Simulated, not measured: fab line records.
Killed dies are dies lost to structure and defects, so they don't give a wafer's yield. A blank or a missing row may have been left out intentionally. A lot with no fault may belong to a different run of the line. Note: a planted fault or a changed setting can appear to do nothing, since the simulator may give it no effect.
fab line records | flow nand-harc
record: lots: 12 wafers: 36 last-day: 33
route steps=1302 shown A_CHANNEL_HOLE_D1@477 A_CHANNEL_FILL_D1@500 END@1302
lots that met no fault: taken from a fault-free run of the same line
start-h: the number of hours between the record's first day and the start of the first shown wafer of the lot | wait-h: hours elapsed since this lot's preceding step | " same as the row above | L1.1+2: a row that stands for several wafers | - either no value or no given start | * or withheld: withheld | < > ~ a bound
route shown NAME@n: a module of which the file shows steps, and the number in the route of the first | usual: mean and standard deviation over wafers with no fault | same: alike in all rows | chamber/n: place in a boat | sites: per-site readings | _std_site: the values' standard deviation | _edge_site: outer sites' mean less inner sites' | radius-mm: how far each site lies from the wafer's centre | mask NAME#n: copy n | behind: the most recent tool/chamber to have shaped the wafer | hold: why the lot was held/for how many hours/how that ended | device: whichever transistor did not switch (one of n, p or np) | end of line: tests of these same wafers at the route's end | step lacking rows: just its recipe | killed: dies that structure and defects cost at the first sort, which is not the same as the wafer's yield | map: shows each die of a wafer: x if killed, . if not, _ if none is there
set.NAME: setting as actually run; set.NAME@STEP: the setting as run at that earlier step | model.NAME: the simulator's own value behind a step, which no gauge read
one table for each step of the route and one row for each wafer, over a sample of lots
services: the hour from which a tool's chamber was out of use, counted from the record's first day as start-h (under 0 if before that day), plus the number of hours and why
== steps ==
step: NHARC_A_CHANNEL_HOLE_D1_ETCH_25
recipe: bias-v: 5000 source-w: withheld pressure-mtorr: 20 time-s: 1040.2 ar-flow-sccm: 375 c4f8-flow-sccm: 93.8 o2-flow-sccm: 31.2 temp-c: -20 target-depth-a: 15000 chemistry: C4F8/O2/Ar
usual: drypump-motor-current-A: 5.5/0.32 oes-air-line-au: 0.997/0.019 showerhead-plenum-p-Torr: 3.65/0.08 throttle-valve-pct: 32.234/0.009
columns lot.wafer tool chamber start-h wait-h drypump-motor-current-A oes-air-line-au rf-hours-counter-h showerhead-plenum-p-Torr throttle-valve-pct
L996.2 har-etch-01 1 201.62 0.7 5.8 0.973 95 3.70 32.239
L996.4 " 0 " " 5.5 1.017 - 3.72 32.223
L996.6 " 0 " " 5.5 0.993 - 3.72 32.257
L998.1 har-etch-02 0 214.67 0.7 5.6 0.990 308 3.71 32.243
L998.3 " 1 " " 4.9 0.960 - 3.53 32.241
L998.4 " 0 " " 5.6 1.003 - 3.71 32.220
L102.1 har-etch-02 1 253.44 0.6 4.9 1.015 331 3.52 32.208
L102.3 " 1 " " 4.9 1.036 - 3.52 32.218
L102.6 " 1 " " 4.9 1.009 - 3.52 32.243
L103.2 har-etch-02 0 272.36 0.6 5.6 0.976 343 3.69 32.241
L103.4 " 0 " " 5.6 1.005 - 3.69 32.234
L103.6 " 1 " " 4.9 0.971 - 3.51 32.230
L106.2 har-etch-01 1 291.56 0.6 5.8 0.994 148 3.68 32.232
L106.1 " 0 " " 5.5 1.023 148 3.70 32.231
L106.6 " 1 " " 5.8 1.008 - 3.68 32.251
L107.4 har-etch-02 0 301.71 0.7 5.6 0.985 - 3.68 32.246
L107.6 " 1 " " 4.9 1.011 - 3.50 32.237
L107.5 " 0 " " 5.6 0.966 - 3.68 32.228
L111.1 har-etch-01 0 346.98 0.6 5.5 1.011 178 3.68 32.234
L111.4 " 0 " " 5.5 1.025 - 3.68 32.238
L111.6 " 0 " " 5.5 1.030 - 3.68 32.219
L112.2 har-etch-01 1 357.63 0.6 5.8 0.977 182 3.66 32.226
L112.5 " 1 " " 5.8 1.008 - 3.66 32.242
L112.6 " 0 " " 5.5 0.992 - 3.68 32.240
L114.3 har-etch-01 1 374.72 0.7 5.9 1.006 - 3.65 32.241
L114.4 " 0 " " 5.5 1.002 - 3.67 32.234
L114.5 " 1 " " 5.8 1.031 - 3.65 32.228
L115.3 har-etch-01 1 392.56 0.7 5.8 0.996 - 3.64 32.238
L115.6 " 0 " " 5.5 1.046 - 3.66 32.224
L115.5 " 1 " " 5.8 1.013 - 3.64 32.226
L116.1 har-etch-02 1 396.91 0.6 4.9 1.030 3 3.93 32.241
L116.2 " 0 " " 5.6 1.021 3 3.65 32.241
L116.6 " 0 " " 5.6 1.008 - 3.65 32.240
L117.2 har-etch-01 0 408.04 0.6 5.5 0.980 221 3.66 32.236
L117.6 " 0 " " 5.5 0.996 - 3.65 32.245
L117.5 " 1 " " 5.8 0.998 - 3.64 32.213
step: NHARC_A_CHANNEL_FILL_D1_ETCHBACK_20
recipe: target-depth-a: 270 time-s: 13.5 c4f8-flow-sccm: withheld o2-flow-sccm: 8 ar-flow-sccm: withheld rf-w: 600 bias-w: 1500 chemistry: C4F8/O2/Ar
usual: oes-product-au: 0.97/0.037 rf-vpp-V: 979/5.7 run-length-s: 34.8/0.41
columns lot.wafer tool chamber start-h wait-h oes-product-au rf-hours-counter-h rf-vpp-V run-length-s
L996.2 rie-diel-12 2 230.73 - 0.91 9.7 975 34.9
L996.4 " 1 " " 0.93 7.8 970 34.0
L996.6 " 2 " " 0.91 - 975 34.8
L998.4 rie-diel-06 2 241.68 - 0.96 5.7 978 35.2
L998.1 " 3 " " 0.96 6.2 983 34.4
L998.3 " 1 " " 0.96 6.0 986 35.2
L102.1 rie-diel-06 1 280.38 - 0.92 8.4 988 35.1
L102.3 " 2 " " 0.91 8.7 978 34.5
L102.6 " 0 " " 0.92 - 977 34.4
L103.4 rie-diel-01 0 303.14 - 1.01 3.1 978 34.6
L103.2 " 1 " " 1.00 3.1 986 35.1
L103.6 " 0 " " 1.01 - 978 34.7
L106.2 rie-diel-01 3 318.25 - 0.92 4.7 973 35.0
L106.1 " 1 " " 0.93 4.5 985 34.8
L106.6 " 3 " " 0.93 - 974 34.8
L107.4 rie-diel-06 1 330.90 - 1.02 0.3 986 35.4
L107.5 " 2 " " 1.00 - 978 34.4
L107.6 " 3 " " 0.99 - 983 34.3
L111.1 rie-diel-01 3 374.78 - 0.92 6.7 975 34.9
L111.4 " 1 " " 0.93 - 987 35.3
L111.6 " 2 " " 0.93 - 983 35.0
L112.2 rie-diel-12 3 386.17 - 0.92 5.0 969 35.2
L112.5 " 0 " " 0.92 - 982 35.0
L112.6 " 1 " " 0.93 - 971 34.3
L114.3 rie-diel-01 0 403.88 - 1.02 0.2 978 34.6
L114.4 " 2 " " 1.00 0.2 984 34.8
L114.5 " 0 " " 1.01 - 976 34.5
L115.3 rie-diel-01 0 419.32 - 0.99 1.2 977 34.4
L115.5 " 2 " " 0.99 - 985 34.9
L115.6 " 3 " " 0.98 - 974 35.4
L116.2 rie-diel-01 3 423.96 - 0.98 1.7 975 34.7
L116.1 " 0 " " 1.00 1.6 977 34.8
L116.6 " 3 " " 0.98 - 973 35.3
L117.2 rie-diel-12 3 435.14 - 0.91 8.3 970 35.3
L117.6 " 2 " " 0.92 - 974 34.8
L117.5 " 3 " " 0.91 - 968 35.4
step: NHARC_A_CHANNEL_FILL_D1_ALD_25
recipe: target-thk-a: 600 pulse-time-s: 10 ald-cycles: 600 temp-c: 300 material: SiOx
usual: heater-power-w: 465/55 precursor-pulse-height-rel: 0.998/0.018
columns lot.wafer tool chamber start-h wait-h heater-power-w precursor-pulse-height-rel
L996.2 ald-hk-04 3 244.43 1.8 466 1.009
L996.4 " 0 " " 455 0.983
L996.6 " 3 246.89 4.3 456 0.980
L998.4 ald-hk-02 0 253.55 0.0 373 1.011
L998.1 " 1 254.78 1.3 460 0.997
L998.3 " 3 257.25 3.8 387 1.005
L102.1 ald-hk-02 1 292.26 0.1 461 0.978
L102.3 " 3 293.49 1.3 399 0.971
L102.6 " 2 295.33 3.1 470 1.015
L103.4 ald-hk-03 3 314.95 0.0 577 1.036
L103.2 " 0 316.19 1.3 568 0.999
L103.6 " 3 319.89 5.0 572 1.015
L106.2 ald-hk-02 0 330.78 0.7 391 0.997
L106.1 " 1 " " 459 1.024
L106.6 " 3 332.66 2.6 388 1.011
L107.4 ald-hk-02 3 343.50 0.7 388 0.984
L107.5 " 2 345.34 2.5 481 0.942
L107.6 " 3 " " 391 0.999
L111.1 ald-hk-03 0 387.90 1.3 560 0.993
L111.4 " 1 389.16 2.6 506 0.990
L111.6 " 3 391.67 5.1 593 0.971
L112.2 ald-hk-02 3 398.27 0.1 395 1.013
L112.5 " 3 400.70 2.5 398 0.994
L112.6 " 0 " " 403 0.993
L114.3 ald-hk-02 2 416.47 0.7 473 1.007
L114.4 " 3 " " 382 0.987
L114.5 " 1 418.31 2.5 474 0.965
L115.3 ald-hk-02 0 431.92 0.7 391 1.018
L115.6 " 3 433.78 2.5 397 1.017
L115.5 " 0 " " 397 0.984
L116.2 ald-hk-02 1 435.82 0.1 476 0.996
L116.1 " 3 437.05 1.3 391 0.978
L116.6 " 1 438.28 2.5 468 0.997
L117.2 ald-hk-03 0 446.93 0.1 531 0.959
L117.5 " 0 451.88 5.0 519 0.994
L117.6 " 1 453.12 6.2 485 1.027
step: NHARC_A_CHANNEL_FILL_D1_ETCHBACK_08
recipe: target-depth-a: 2200 time-s: 110 c4f8-flow-sccm: 20 ar-flow-sccm: withheld rf-w: 600 bias-w: 300 chemistry: C4F8
usual: oes-product-au: 0.95/0.031 rf-vpp-V: 440.8/2.8 run-length-s: 131.5/0.47
columns lot.wafer tool chamber start-h wait-h oes-product-au rf-hours-counter-h rf-vpp-V run-length-s
L996.4 rie-diel-12 0 250.00 - 0.94 10 443.2 131.4
L996.2 " 1 " " 0.92 8 436.9 130.5
L996.6 " 0 " " 0.93 - 443.7 131.4
L998.4 rie-diel-01 2 262.81 - 0.92 1 444.5 131.7
L998.3 " 0 " " 0.94 2 441.4 131.4
L998.1 " 1 " " 0.92 1 444.0 131.2
L102.3 rie-diel-12 1 297.79 - 1.00 0 436.6 131.0
L102.1 " 0 " " 1.00 0 442.8 132.1
L102.6 " 2 " " 0.99 - 439.4 131.4
L103.2 rie-diel-01 2 324.21 - 0.93 5 444.3 254.8
L103.4 " 3 " " 0.93 5 438.9 254.3
L103.6 " 2 " " 0.93 - 442.8 254.8
L106.1 rie-diel-01 2 335.76 - 0.94 5 444.3 255.2
L106.2 " 1 " " 0.92 5 444.1 254.2
L106.6 " 3 " " 0.93 - 439.5 254.8
L107.4 rie-diel-01 3 348.46 - 0.99 5 438.2 254.8
L107.6 " 0 " " 1.01 - 441.2 254.4
L107.5 " 1 " " 0.99 - 445.4 254.4
L111.4 rie-diel-06 1 396.06 - 1.00 5 444.0 131.8
L111.1 " 3 " " 0.98 6 441.7 131.1
L111.6 " 0 " " 0.97 - 438.5 130.9
L112.2 rie-diel-06 1 403.80 - 1.01 5 445.4 131.9
L112.5 " 2 " " 0.99 - 440.9 131.4
L112.6 " 1 " " 1.00 - 444.7 132.2
L114.3 rie-diel-06 1 421.39 - 0.96 7 446.0 132.0
L114.4 " 2 " " 0.96 7 440.5 131.3
L114.5 " 1 " " 0.97 - 445.4 131.9
L115.3 rie-diel-01 0 436.87 - 0.93 2 440.4 131.3
L115.6 " 0 " " 0.93 - 439.0 131.9
L115.5 " 1 " " 0.93 - 444.2 131.4
L116.2 rie-diel-01 0 441.39 - 0.93 2 441.5 132.0
L116.1 " 1 " " 0.92 3 444.4 131.4
L116.6 " 3 " " 0.92 - 438.3 132.1
L117.2 rie-diel-06 2 456.26 - 0.92 8 440.7 131.0
L117.5 " 3 " " 0.93 - 442.1 131.1
L117.6 " 0 " " 0.92 - 439.1 131.1
step: NHARC_END_SORT_01
recipe: temp-c: 25
usual: killed-at-array: 55/12 killed-at-other: 1.0/1.2 killed-at-periphery: 3.9/2.6 killed-dies: 60/12 killed-open: 3.3/1.9 killed-short: 2.5/1.8
same: gross-dies: 677
columns lot.wafer tool chamber start-h wait-h killed-at-array killed-at-other killed-at-periphery killed-dies killed-open killed-short
L998.1 prober-02 0 586.51 2.5 68 3 4 75 3 2
L998.3 prober-02 0 588.11 3.1 75 4 3 82 1 1
L998.4 prober-02 0 588.90 3.4 71 2 3 76 2 2
L103.2 prober-01 0 649.63 2.8 58 2 1 61 2 1
L103.4 prober-01 0 651.21 3.4 51 4 3 58 4 2
L103.6 prober-01 0 652.79 4.0 58 1 4 63 6 1
L106.1 prober-01 0 664.15 2.5 46 1 9 56 4 8
L106.2 prober-01 0 664.96 2.8 42 2 4 48 1 3
L106.6 prober-01 0 668.17 4.0 45 2 2 49 6 3
L107.4 prober-01 0 674.40 3.4 48 1 1 50 3 5
L107.5 prober-01 0 675.21 3.7 38 0 5 43 6 1
L107.6 prober-01 0 676.02 4.0 41 0 1 42 4 1
L111.1 prober-02 0 705.66 2.5 68 0 0 68 1 1
L111.4 prober-02 0 708.04 3.4 54 0 5 59 0 2
L111.6 prober-02 0 709.63 4.0 46 0 7 53 4 0
L115.3 prober-01 0 763.95 3.1 58 0 7 65 2 1
L115.5 prober-01 0 765.57 3.7 50 1 6 57 6 1
L115.6 prober-01 0 766.37 4.0 57 1 5 63 5 0
killed by level:class
L998.1 A_SLIT:chamber-film-flake=24 A_CHANNEL_HOLE_D1:chamber-film-flake=17 A_CHANNEL_HOLE_D2:chamber-film-flake=15 A_STAIRCASE:chamber-film-flake=4 THIN_TSV:chamber-film-flake=3 P_GATE:chamber-film-flake=2 A_WL_FILL:chamber-film-flake=2 A_CONTACT:chamber-film-flake=2
L998.3 A_SLIT:chamber-film-flake=29 A_CHANNEL_HOLE_D2:chamber-film-flake=22 A_CHANNEL_HOLE_D1:chamber-film-flake=20 THIN_TSV:chamber-film-flake=4 P_M0:geometric-particle:short=1 A_SOURCE_PLATE:geometric-particle:open=1 P_GATE:chamber-film-flake=1 P_BONDPAD:chamber-film-flake=1
L998.4 A_SLIT:chamber-film-flake=27 A_CHANNEL_HOLE_D2:chamber-film-flake=22 A_CHANNEL_HOLE_D1:chamber-film-flake=15 A_STAIRCASE:chamber-film-flake=2 A_WL_FILL:chamber-film-flake=2 THIN_TSV:chamber-film-flake=2 P_GATE:geometric-particle:short=1 P_CONTACT:geometric-particle:open=1
L103.2 A_CHANNEL_HOLE_D1:chamber-film-flake=25 A_CHANNEL_HOLE_D2:chamber-film-flake=22 A_CONTACT:chamber-film-flake=3 A_DECK1_JOINT:chamber-film-flake=2 A_CHANNEL_FILL_D2:chamber-film-flake=2 A_STAIRCASE:chamber-film-flake=2 THIN_TSV:chamber-film-flake=2 P_CONTACT:geometric-particle:open=1
L103.4 A_CHANNEL_HOLE_D1:chamber-film-flake=25 A_CHANNEL_HOLE_D2:chamber-film-flake=11 A_STAIRCASE:chamber-film-flake=4 THIN_TSV:chamber-film-flake=4 A_CHANNEL_FILL_D1:geometric-particle:open=2 A_DECK1_JOINT:chamber-film-flake=2 A_WL_FILL:chamber-film-flake=2 A_CONTACT:chamber-film-flake=2
L103.6 A_CHANNEL_HOLE_D1:chamber-film-flake=29 A_CHANNEL_HOLE_D2:chamber-film-flake=20 A_CONTACT:chamber-film-flake=4 P_GATE:geometric-particle:open=2 A_ONON_D2:geometric-particle:open=2 P_GATE:geometric-particle:short=1 P_M1:geometric-particle:open=1 A_ONON_D1:geometric-particle:open=1
L106.1 A_SLIT:chamber-film-flake=24 A_CHANNEL_HOLE_D1:chamber-film-flake=8 A_CHANNEL_HOLE_D2:chamber-film-flake=3 A_ONON_D1:geometric-particle:short=2 A_CHANNEL_FILL_D1:geometric-particle:short=2 P_ZERO_WELL:chamber-film-flake=2 P_M0:geometric-particle:short=1 P_M1:geometric-particle:short=1
L106.2 A_SLIT:chamber-film-flake=30 A_CHANNEL_HOLE_D1:chamber-film-flake=6 P_STI:chamber-film-flake=2 A_CONTACT:chamber-film-flake=2 P_M1:geometric-particle:short=1 A_SGD_CUT:geometric-particle:short=1 A_WL_FILL:geometric-particle:open=1 THIN_TSV:geometric-particle:short=1
L106.6 A_SLIT:chamber-film-flake=29 A_CHANNEL_HOLE_D1:chamber-film-flake=4 THIN_TSV:chamber-film-flake=2 P_M1:geometric-particle:open=1 A_ONON_D1:geometric-particle:open=1 A_ONON_D1:geometric-particle:short=1 A_CHANNEL_FILL_D1:geometric-particle:open=1 A_DECK1_JOINT:geometric-particle:short=1
L107.4 A_CHANNEL_HOLE_D1:chamber-film-flake=28 A_CONTACT:chamber-film-flake=8 A_M0:chamber-film-flake=2 P_M2:geometric-particle:open=1 A_ONON_D1:geometric-particle:open=1 A_CHANNEL_FILL_D1:geometric-particle:short=1 A_ONON_D2:geometric-particle:short=1 A_WL_FILL:geometric-particle:short=1
L107.5 A_CHANNEL_HOLE_D1:chamber-film-flake=23 A_CONTACT:chamber-film-flake=7 P_M0:geometric-particle:open=3 A_SLIT:chamber-film-flake=2 A_STAIRCASE:chamber-film-flake=2 P_GATE:geometric-particle:short=1 P_CONTACT:geometric-particle:open=1 A_CHANNEL_FILL_D1:geometric-particle:open=1
L107.6 A_CHANNEL_HOLE_D1:chamber-film-flake=28 A_CONTACT:chamber-film-flake=6 P_M0:geometric-particle:open=1 A_DECK1_JOINT:geometric-particle:open=1 A_WL_FILL:geometric-particle:open=1 A_WL_FILL:geometric-particle:short=1 A_CONTACT:geometric-particle:open=1 A_CHANNEL_FILL_D1:chamber-film-flake=1
L111.1 A_SLIT:chamber-film-flake=31 A_CHANNEL_HOLE_D2:chamber-film-flake=21 A_CHANNEL_HOLE_D1:chamber-film-flake=6 A_STAIRCASE:chamber-film-flake=5 A_CONTACT:chamber-film-flake=3 A_CHANNEL_FILL_D2:geometric-particle:short=1 A_M0:geometric-particle:open=1
L111.4 A_SLIT:chamber-film-flake=25 A_CHANNEL_HOLE_D2:chamber-film-flake=13 A_CONTACT:chamber-film-flake=5 A_CHANNEL_HOLE_D1:chamber-film-flake=4 P_GATE:chamber-film-flake=2 A_STAIRCASE:chamber-film-flake=2 A_SOURCE_PLATE:geometric-particle:short=1 A_SGD_CUT:geometric-particle:short=1
L111.6 A_SLIT:chamber-film-flake=23 A_CHANNEL_HOLE_D2:chamber-film-flake=11 A_CONTACT:chamber-film-flake=5 P_GATE:chamber-film-flake=4 A_CHANNEL_HOLE_D1:chamber-film-flake=3 A_ONON_D2:geometric-particle:open=1 A_CHANNEL_FILL_D2:geometric-particle:open=1 A_M0:geometric-particle:open=1
L115.3 A_SLIT:chamber-film-flake=34 A_CHANNEL_HOLE_D1:chamber-film-flake=10 A_STAIRCASE:chamber-film-flake=6 A_CONTACT:chamber-film-flake=5 P_M1:chamber-film-flake=4 A_WL_FILL:chamber-film-flake=2 P_GATE:geometric-particle:open=1 P_M0:geometric-particle:open=1
L115.5 A_SLIT:chamber-film-flake=26 A_CHANNEL_HOLE_D1:chamber-film-flake=7 A_STAIRCASE:chamber-film-flake=7 P_ZERO_WELL:chamber-film-flake=2 P_M1:chamber-film-flake=2 P_GATE:geometric-particle:open=1 A_CHANNEL_FILL_D1:geometric-particle:open=1 A_ONON_D2:geometric-particle:open=1
L115.6 A_SLIT:chamber-film-flake=29 A_STAIRCASE:chamber-film-flake=11 A_CHANNEL_HOLE_D1:chamber-film-flake=8 P_GATE:chamber-film-flake=4 A_ONON_D1:geometric-particle:open=2 A_CHANNEL_FILL_D1:geometric-particle:open=2 A_CONTACT:chamber-film-flake=2 A_SGD_CUT:geometric-particle:open=1
== services ==
columns tool chamber start-h hours kind
rie-diel-01 0 182.80 - clean
rie-diel-01 1 182.80 - clean
rie-diel-01 2 182.80 - clean
rie-diel-01 - 203.80 9.0 pm
ald-hk-03 - 215.67 10.0 pm
rie-diel-01 - 249.69 0.8 repair
ald-hk-04 - 255.73 10.0 pm
rie-diel-12 - 268.40 9.0 pm
rie-diel-12 0 288.66 8.2 repair
ald-hk-04 - 305.45 0.3 repair
rie-diel-06 - 307.20 9.0 pm
rie-diel-01 2 338.55 6.8 repair
rie-diel-01 0 342.59 1.3 repair
rie-diel-12 0 363.23 6.4 repair
rie-diel-12 3 365.35 7.6 repair
rie-diel-01 0 374.68 7.3 repair
har-etch-02 - 377.00 17.0 pm
rie-diel-01 - 380.80 9.0 pm
rie-diel-06 0 396.53 9.4 repair
rie-diel-12 0 411.98 35.4 repair
rie-diel-01 - 412.07 0.2 repair
rie-diel-12 1 428.58 22.2 repair
ald-hk-04 - 433.73 10.0 pm
rie-diel-12 - 445.40 9.0 pm
== key ==
first-sign: step: NHARC_A_CHANNEL_FILL_D1_ETCHBACK_08 reading: run-length-s direction: up sigmas: 99+ usual: * struck: *
effect none on later readings
met-at NHARC_A_CHANNEL_FILL_D1_ETCHBACK_08
struck-lots L103,L106,L107
tester-left-out L103,L106,L107
not-acting-at NHARC_A_CHANNEL_HOLE_D1_ETCH_25,NHARC_A_CHANNEL_FILL_D1_ETCHBACK_20,NHARC_A_CHANNEL_FILL_D1_ALD_25
onset-between 262.81 324.21
fault: kind: process-parameter-drift tool: rie-diel-01 chamber: - onset-h: 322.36 steps: NHARC_A_CHANNEL_FILL_D1_ETCHBACK_08 channel: time-s offset: * shape: step end-h: 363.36 acts-in: * stated: *
tester-left-out: of these lots the tester's yield and bins aren't shown, on N5 and GAA mostly nor the transistor test; their killed dies are dies lost to structure and defects alone, not to doping, threshold or leakage, so they don't give the yield
